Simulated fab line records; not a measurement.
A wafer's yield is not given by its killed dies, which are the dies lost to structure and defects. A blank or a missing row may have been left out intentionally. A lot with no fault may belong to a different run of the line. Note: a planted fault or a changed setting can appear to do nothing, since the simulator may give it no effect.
Lot-split experiment -- flow n5Finfet -- 7 lots, 21 wafers read, on a route of 1938 steps

== ABOUT THE SPLIT ==
At N5_WELL_APT_PEB_06 (peb time 90 s), the setting pebTempC was moved away from the recipe's 130 C on 5 of the 21 wafers read, by -2.8% to +2.7%. The other wafers ran this setting at the recipe's value.

== FROM THE SPLIT TO THE READING: what the file shows between them, 2 steps ==
- N5_WELL_APT_DEVELOP_07: develop time 45 s (also split here: developTimeS)
- N5_WELL_APT_HARDBAKE_12: time 120 s

== THE READING ==
At N5_WELL_APT_CD_MEAS_08: cdNm in nanometres, against a target cd of 200 nm. A value of 200.6 nm with a standard deviation of 1.6 nm is what fault-free wafers of this fab line usually give.

wafer,"tool, chamber at the split","pebTempC as run, C",against the recipe,"cdNm, nm",against lot-mates on the recipe
L080.1,"lithoTrack-05, 0",130,recipe,200.7,-
L080.4,"lithoTrack-05, 0",130,recipe,201.0,-
L080.5,"lithoTrack-05, 0",130,recipe,199.2,-
L083.1,"lithoTrack-05, 0",133.5,+2.7%,211.9,+12.8
L083.4,"lithoTrack-05, 0",130,recipe,199.7,-
L083.5,"lithoTrack-05, 0",130,recipe,198.6,-
L085.3,"lithoTrack-02, 0",130,recipe,201.8,-
L085.5,"lithoTrack-02, 0",130,recipe,202.6,-
L085.6,"lithoTrack-02, 0",130,recipe,201.8,-
L087.1,"lithoTrack-02, 0",130,recipe,200.7,-
L087.2,"lithoTrack-02, 0",130,recipe,200.8,-
L087.6,"lithoTrack-02, 0",130,recipe,201.8,-
L088.1,"lithoTrack-05, 0",131.8,+1.4%,211.5,+8.1
L088.2,"lithoTrack-05, 0",131.8,+1.4%,208.5,+5.1
L088.6,"lithoTrack-05, 0",130,recipe,203.4,-
L095.1,"lithoTrack-02, 0",130,recipe,201.9,-
L095.3,"lithoTrack-02, 0",130,recipe,198.8,-
L095.4,"lithoTrack-02, 0",131,+0.8%,205.0,+4.6
L096.3,"lithoTrack-02, 0",130,recipe,200.8,-
L096.5,"lithoTrack-02, 0",130,recipe,202.7,-
L096.6,"lithoTrack-02, 0",126.3,-2.8%,182.2,-19.6

FIT RESULTS
A straight line over all 21 wafers: cdNm changes by +5.64 nm for each +1% of pebTempC; r = +0.95; the points scatter about the line by 1.8 nm.
The same after taking each lot's own level away (the mean of its wafers on the recipe; 21 wafers): +5.72 nm for each +1%; r = +0.97; scatter 1.3 nm.
That fit puts the effect of the largest move of pebTempC on the reading at 16 nm.
Measured against the standard deviation above, the lots' own levels, which go from 199.15 to 203.40 nm, span 2.7 times it.
The two slopes are in agreement: the lot-to-lot level therefore moves the slope only a little.
Check: -13.6 nm against its lot-mates is what the line predicts for one of the wafers moved furthest among these (-2.8%) when that wafer is left out of the fit. It came out at -19.6 nm against them.

== ADDITIONAL SPLITS CARRIED BY THESE WAFERS ==
Before the reading, these wafers also passed through other splits. Each is held against what the fit with the lots' levels taken away leaves over:
other split on the same wafers,wafers away from the commonest value,r with cdNm (lot level and that fit taken away)
N5_WELL_APT_DEVELOP_07 developTimeS,7,-0.07

== THE WHOLE CHAIN: every reading that the file lists as answering this split, in the file's order ==
step,what it does,reading,change (the file's fit),r (the file's)
N5_WELL_APT_CD_MEAS_08,target cd 200 nm,cdNm,+5.75 nm for each +1% of the setting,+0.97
N5_WELL_APT_DESCUM_13,"chemistry O2, time 7.9 s","WELL_APT.cdNm (the simulator's own value, which no gauge read)",+5.8 nm for each +1% of the setting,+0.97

== THE FILE'S OWN FIT ==
cdNm changes by +5.75 nm for each +1% of pebTempC, r = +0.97.
